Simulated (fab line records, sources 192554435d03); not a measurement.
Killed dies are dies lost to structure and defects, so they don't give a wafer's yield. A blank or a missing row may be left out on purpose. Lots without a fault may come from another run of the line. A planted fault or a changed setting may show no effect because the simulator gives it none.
Chamber matching | flow n5_finfet | N5_BEOL_M10_ALD_74 on ald_metal-01: 4 sister chambers
The step deposits TaN, target thk 2 nm, pulse time 2 s, purge time 3 s. 8 wafers are shown with their chamber, then 10 later ones without.

WAFERS WITH THEIR CHAMBER
wafer  | chamber | heater_power_w (W) | precursor_vessel_pressure_torr (Torr)
L074.6 | 0       | 456                | 26.24
L079.5 | 0       | 460                | 26.23
L083.5 | 1       | 443                | 26.30
L086.2 | 3       | 431                | 26.29
L086.3 | 2       | 389                | 26.24
L086.5 | 2       | 385                | 26.22
L085.2 | 3       | 432                | 26.12
L085.4 | 1       | 448                | 26.28

WAFERS WITHOUT THEIR CHAMBER
wafer  | heater_power_w (W) | precursor_vessel_pressure_torr (Torr)
L085.5 | 440                | 26.18
L088.1 | 449                | 26.21
L088.3 | 397                | 26.28
L088.5 | 402                | 26.22
L091.1 | 462                | 26.19
L091.2 | 456                | 26.20
L091.6 | 458                | 26.30
L093.2 | 437                | 26.23
L093.4 | 448                | 26.27
L093.5 | 389                | 26.38

WHICH CHAMBER EACH WENT THROUGH
wafer  | from the rows above     | in truth
L085.5 | can't be placed: 1 or 3 | 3
L088.1 | can't be placed: 1 or 0 | 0
L088.3 | 2                       | 2
L088.5 | 2                       | 2
L091.1 | 0                       | 0
L091.2 | 0                       | 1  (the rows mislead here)
L091.6 | 0                       | 0
L093.2 | can't be placed: 3 or 1 | 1
L093.4 | 1                       | 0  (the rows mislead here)
L093.5 | 2                       | 2
Placed correctly: 5 of 10. Can't be placed from these rows: 3 (the true chamber is among the candidates in 3). Placed wrongly: 2.
How it was worked out, from the rows above alone: a wafer's distance from a chamber is the root of the sum, over the readings, of the square of ((its reading less the chamber's mean) divided by the reading's scatter). The wafer belongs to the nearest chamber; if the next one is less than 2 further off, it can't be placed. A chamber's mean is the mean of its shown wafers. The scatter: the root of (the sum of the squares of (reading less its chamber's mean) over the shown wafers, divided by (wafers less chambers)).
